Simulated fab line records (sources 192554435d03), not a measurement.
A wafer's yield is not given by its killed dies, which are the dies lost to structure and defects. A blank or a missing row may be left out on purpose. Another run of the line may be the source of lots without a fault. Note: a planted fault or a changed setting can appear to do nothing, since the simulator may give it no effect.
The tool behind it: which one? -- flow n5_finfet -- 72 wafers from 24 lots sampled at 5 of the route's 1938 steps

WHAT THE GAUGES SHOWED, per wafer
N5_BEOL_M1_CD_MEAS_28: target cd y 23.3 nm. Usual: cd_nm 24.01 nm, standard deviation 0.27.
lot,measured,on,cd_nm (nm),flag
L075,day 6 23:22,cd_sem-01,23.94 24.21 23.98,
L077,day 7 08:59,cd_sem-02,24.17 24.04 24.18,
L078,day 7 10:35,cd_sem-01,23.75 24.44 24.07,
L079,day 7 11:06,cd_sem-01,23.80 24.02 24.15,
L074,day 7 11:46,cd_sem-03,23.97 24.30 24.13,
L076,day 7 13:38,cd_sem-03,24.20 24.19 23.74,
L080,day 7 14:41,cd_sem-02,24.21 23.99 23.95,
L081,day 8 05:32,cd_sem-03,24.25 23.95 24.36,
L082,day 8 05:36,cd_sem-01,24.11 23.65 23.89,
L084,day 8 15:10,cd_sem-03,24.14 23.96 24.34,
L083,day 8 15:27,cd_sem-01,24.30 24.38 24.45,
L085,day 9 06:24,cd_sem-03,24.26 23.97 24.19,
L087,day 9 16:28,cd_sem-01,24.00 23.74 23.96,
L088,day 9 20:08,cd_sem-03,23.78 24.07 23.77,
L086,day 9 22:10,cd_sem-01,24.15 24.04 24.13,
L089,day 10 01:54,cd_sem-01,24.26 23.80 23.94,
L090,day 10 06:50,cd_sem-03,24.09 24.32 24.08,
L091,day 10 22:04,cd_sem-03,23.44 23.73 23.86,
L092,day 11 01:53,cd_sem-01,23.65 23.38 23.90,
L093,day 11 08:17,cd_sem-02,23.42 23.23 23.61,
L094,day 11 15:41,cd_sem-02,23.46 23.29 24.15,
L095,day 11 20:27,cd_sem-03,24.09 23.87 23.90,
L096,day 12 01:53,cd_sem-02,24.15 24.30 23.84,
L097,day 12 05:35,cd_sem-01,24.27 24.17 24.09,

WHAT TOOL EACH LOT RAN ON (gives the tool, then ch and the chambers of the sampled wafers, and finally the start)
lot,N5_BEOL_M0_HM_OPEN_105,N5_BEOL_M0_DEGAS_112,N5_BEOL_M0_SPUTTER_141,N5_BEOL_M1_HM_DEP_02
L075,"rie_metal-01 ch 1, day 6 11:39","pvd_sputter-03, day 6 13:26","pvd_sputter-01, day 6 18:25","pvd_sputter-03, day 6 21:31"
L077,"rie_metal-01 ch 1, day 7 00:31","pvd_sputter-02, day 7 02:04","pvd_sputter-02, day 7 03:03","pvd_sputter-02, day 7 05:44"
L078,"rie_metal-01 ch 1, day 7 01:07","pvd_sputter-02, day 7 03:08","pvd_sputter-02, day 7 04:05","pvd_sputter-01, day 7 06:29"
L079,"rie_metal-02 ch 0, day 7 02:11","pvd_sputter-01, day 7 03:16","pvd_sputter-03, day 7 04:26","pvd_sputter-03, day 7 07:44"
L074,"rie_metal-01 ch 1, day 7 02:37","pvd_sputter-02, day 7 04:14","pvd_sputter-02, day 7 05:13","pvd_sputter-03, day 7 08:28"
L076,"rie_metal-03 ch 1, day 7 02:59","pvd_sputter-02, day 7 04:19","pvd_sputter-03, day 7 05:14","pvd_sputter-01, day 7 08:31"
L080,"rie_metal-03 ch 0,1, day 7 08:03","pvd_sputter-03, day 7 09:31","pvd_sputter-03, day 7 10:38","pvd_sputter-03, day 7 12:26"
L081,"rie_metal-03 ch 0,1, day 7 21:19","pvd_sputter-01, day 8 00:25","pvd_sputter-01, day 8 01:56","pvd_sputter-02, day 8 03:56"
L082,"rie_metal-01 ch 0,1, day 7 21:22","pvd_sputter-01, day 8 00:34","pvd_sputter-01, day 8 02:27","pvd_sputter-03, day 8 04:04"
L084,"rie_metal-01 ch 0,1, day 8 06:11","pvd_sputter-02, day 8 08:06","pvd_sputter-01, day 8 10:30","pvd_sputter-01, day 8 13:54"
L083,"rie_metal-02 ch 0, day 8 06:14","pvd_sputter-03, day 8 09:52","pvd_sputter-01, day 8 10:56","pvd_sputter-03, day 8 13:55"
L085,"rie_metal-03 ch 0,1, day 8 22:26","pvd_sputter-03, day 9 01:05","pvd_sputter-01, day 9 02:10","pvd_sputter-01, day 9 04:40"
L087,"rie_metal-02 ch 0,1, day 9 07:49","pvd_sputter-03, day 9 10:28","pvd_sputter-03, day 9 11:47","pvd_sputter-01, day 9 14:22"
L088,"rie_metal-03 ch 0,1, day 9 11:37","pvd_sputter-01, day 9 14:28","pvd_sputter-01, day 9 15:28","pvd_sputter-02, day 9 17:53"
L086,"rie_metal-02 ch 0,1, day 9 13:50","pvd_sputter-02, day 9 17:29","pvd_sputter-01, day 9 18:27","pvd_sputter-01, day 9 20:25"
L089,"rie_metal-02 ch 0,1, day 9 17:21","pvd_sputter-01, day 9 19:08","pvd_sputter-01, day 9 20:20","pvd_sputter-01, day 9 23:09"
L090,"rie_metal-02 ch 0,1, day 9 22:35","pvd_sputter-01, day 10 02:02","pvd_sputter-03, day 10 02:59","pvd_sputter-02, day 10 04:50"
L091,"rie_metal-02 ch 0,1, day 10 11:53","pvd_sputter-02, day 10 14:30","pvd_sputter-03, day 10 15:35","pvd_sputter-02, day 10 20:35"
L092,"rie_metal-02 ch 0,1, day 10 20:02","pvd_sputter-03, day 10 21:22","pvd_sputter-01, day 10 22:40","pvd_sputter-03, day 11 00:29"
L093,"rie_metal-03 ch 0,1, day 11 00:44","pvd_sputter-02, day 11 03:37","pvd_sputter-02, day 11 04:49","pvd_sputter-03, day 11 06:56"
L094,"rie_metal-03 ch 0,1, day 11 09:34","pvd_sputter-03, day 11 11:17","pvd_sputter-01, day 11 12:31","pvd_sputter-03, day 11 14:18"
L095,"rie_metal-03 ch 0,1, day 11 12:45","pvd_sputter-01, day 11 14:17","pvd_sputter-03, day 11 16:55","pvd_sputter-02, day 11 18:32"
L096,"rie_metal-03 ch 0,1, day 11 17:33","pvd_sputter-02, day 11 18:59","pvd_sputter-02, day 11 21:43","pvd_sputter-02, day 12 00:26"
L097,"rie_metal-02 ch 0, day 11 21:22","pvd_sputter-02, day 12 00:15","pvd_sputter-03, day 12 01:25","pvd_sputter-03, day 12 04:11"
- N5_BEOL_M0_HM_OPEN_105: chemistry Cl2/BCl3, target TiN, target depth 12 nm.
- N5_BEOL_M0_DEGAS_112: time 60 s.
- N5_BEOL_M0_SPUTTER_141: material Cu, target thk 4 nm, time 7.37 s.
- N5_BEOL_M1_HM_DEP_02: deposits TiN, target thk 20 nm.

AS READ BY THE TOOLS THEMSELVES (means over the sampled wafers that have a number; for cases with no such wafer, the mark the record gives instead)
N5_BEOL_M0_HM_OPEN_105. Usual: drypump_motor_current_A 5.7 A, standard deviation 0.4; oes_product_au 0.75 a.u., standard deviation 0.1; throttle_valve_pct 21.88 %, standard deviation 0.23.
lot,tool,drypump_motor_current_A (A),oes_product_au (a.u.),throttle_valve_pct (%),flag
L075,rie_metal-01,4.9,0.83,21.69,
L077,rie_metal-01,4.9,0.82,21.69,
L078,rie_metal-01,4.9,0.82,21.68,
L079,rie_metal-02,5.8,0.70,21.70,
L074,rie_metal-01,4.9,0.82,21.69,
L076,rie_metal-03,5.5,0.75,22.30,
L080,rie_metal-03,5.9,0.69,21.98,
L081,rie_metal-03,5.9,0.69,21.98,
L082,rie_metal-01,5.5,0.90,21.70,
L084,rie_metal-01,5.2,0.84,21.72,
L083,rie_metal-02,5.8,0.68,21.70,
L085,rie_metal-03,5.7,0.70,22.16,
L087,rie_metal-02,5.9,0.76,21.75,
L088,rie_metal-03,5.9,0.67,22.00,
L086,rie_metal-02,5.9,0.84,21.80,
L089,rie_metal-02,5.9,0.76,21.76,
L090,rie_metal-02,5.9,0.76,21.76,
L091,rie_metal-02,5.9,0.75,21.75,
L092,rie_metal-02,5.9,0.74,21.77,
L093,rie_metal-03,5.7,0.69,22.16,
L094,rie_metal-03,5.9,0.66,22.01,
L095,rie_metal-03,5.7,0.70,22.16,
L096,rie_metal-03,5.7,0.69,22.17,
L097,rie_metal-02,5.8,0.66,21.74,

N5_BEOL_M0_DEGAS_112. Usual: heater_power_w 336 W, standard deviation 29.
lot,tool,heater_power_w (W),flag
L075,pvd_sputter-03,345,
L077,pvd_sputter-02,324,
L078,pvd_sputter-02,336,
L079,pvd_sputter-01,336,
L074,pvd_sputter-02,349,
L076,pvd_sputter-02,340,
L080,pvd_sputter-03,350,
L081,pvd_sputter-01,366,
L082,pvd_sputter-01,317,
L084,pvd_sputter-02,362,
L083,pvd_sputter-03,319,
L085,pvd_sputter-03,321,
L087,pvd_sputter-03,339,
L088,pvd_sputter-01,319,
L086,pvd_sputter-02,339,
L089,pvd_sputter-01,319,
L090,pvd_sputter-01,336,
L091,pvd_sputter-02,335,
L092,pvd_sputter-03,341,
L093,pvd_sputter-02,336,
L094,pvd_sputter-03,352,
L095,pvd_sputter-01,319,
L096,pvd_sputter-02,369,
L097,pvd_sputter-02,359,

N5_BEOL_M0_SPUTTER_141. Usual: chuck_gas_flow_sccm 1.27 sccm, standard deviation 0.052; throttle_valve_pct 29.7 %, standard deviation 1.2.
lot,tool,chuck_gas_flow_sccm (sccm),throttle_valve_pct (%),flag
L075,pvd_sputter-01,1.31,29.1,
L077,pvd_sputter-02,1.27,30.1,
L078,pvd_sputter-02,1.24,30.9,
L079,pvd_sputter-03,1.30,30.2,
L074,pvd_sputter-02,1.25,30.7,
L076,pvd_sputter-03,1.27,30.5,
L080,pvd_sputter-03,1.25,30.2,
L081,pvd_sputter-01,1.27,29.5,
L082,pvd_sputter-01,1.28,28.9,
L084,pvd_sputter-01,1.32,28.4,
L083,pvd_sputter-01,1.26,29.0,
L085,pvd_sputter-01,1.26,28.7,
L087,pvd_sputter-03,1.28,30.3,
L088,pvd_sputter-01,1.21,29.0,
L086,pvd_sputter-01,1.30,28.2,
L089,pvd_sputter-01,1.29,28.1,
L090,pvd_sputter-03,1.22,30.3,
L091,pvd_sputter-03,1.22,30.1,
L092,pvd_sputter-01,1.30,29.1,
L093,pvd_sputter-02,1.27,30.4,
L094,pvd_sputter-01,1.26,28.4,
L095,pvd_sputter-03,1.26,30.0,
L096,pvd_sputter-02,1.21,30.5,
L097,pvd_sputter-03,1.28,30.2,

N5_BEOL_M1_HM_DEP_02. Usual: throttle_valve_pct 29.9 %, standard deviation 1.1.
lot,tool,throttle_valve_pct (%),flag
L075,pvd_sputter-03,30.3,
L077,pvd_sputter-02,31.0,
L078,pvd_sputter-01,28.4,
L079,pvd_sputter-03,30.3,
L074,pvd_sputter-03,29.9,
L076,pvd_sputter-01,28.6,
L080,pvd_sputter-03,30.3,
L081,pvd_sputter-02,30.9,
L082,pvd_sputter-03,30.2,
L084,pvd_sputter-01,29.2,
L083,pvd_sputter-03,29.5,
L085,pvd_sputter-01,30.3,
L087,pvd_sputter-01,28.8,
L088,pvd_sputter-02,30.4,
L086,pvd_sputter-01,29.5,
L089,pvd_sputter-01,28.3,
L090,pvd_sputter-02,30.5,
L091,pvd_sputter-02,30.8,
L092,pvd_sputter-03,30.2,
L093,pvd_sputter-03,30.3,
L094,pvd_sputter-03,29.6,
L095,pvd_sputter-02,30.3,
L096,pvd_sputter-02,30.6,
L097,pvd_sputter-03,29.7,

THE ANSWER, worked out from the rows above alone
Rule: a lot is off if the mean of its wafers that have a number lies more than 3 standard deviations from the usual mean. Also off: a lot with no number at a reading for which 4 or more lots have one. Where the step has rows for the other lots, those lots are counted as sound. After the gauges, taken in route order, come the tools' own readings; for these a lot's mean is taken, as printed above. The first step at which some lot is off is used, and at that step the reading that is off furthest; a lot without a number counts as furthest.
None of the lots is off at any reading shown; this tells nothing.

WHAT HAD BEEN PUT IN BY THE SIMULATOR
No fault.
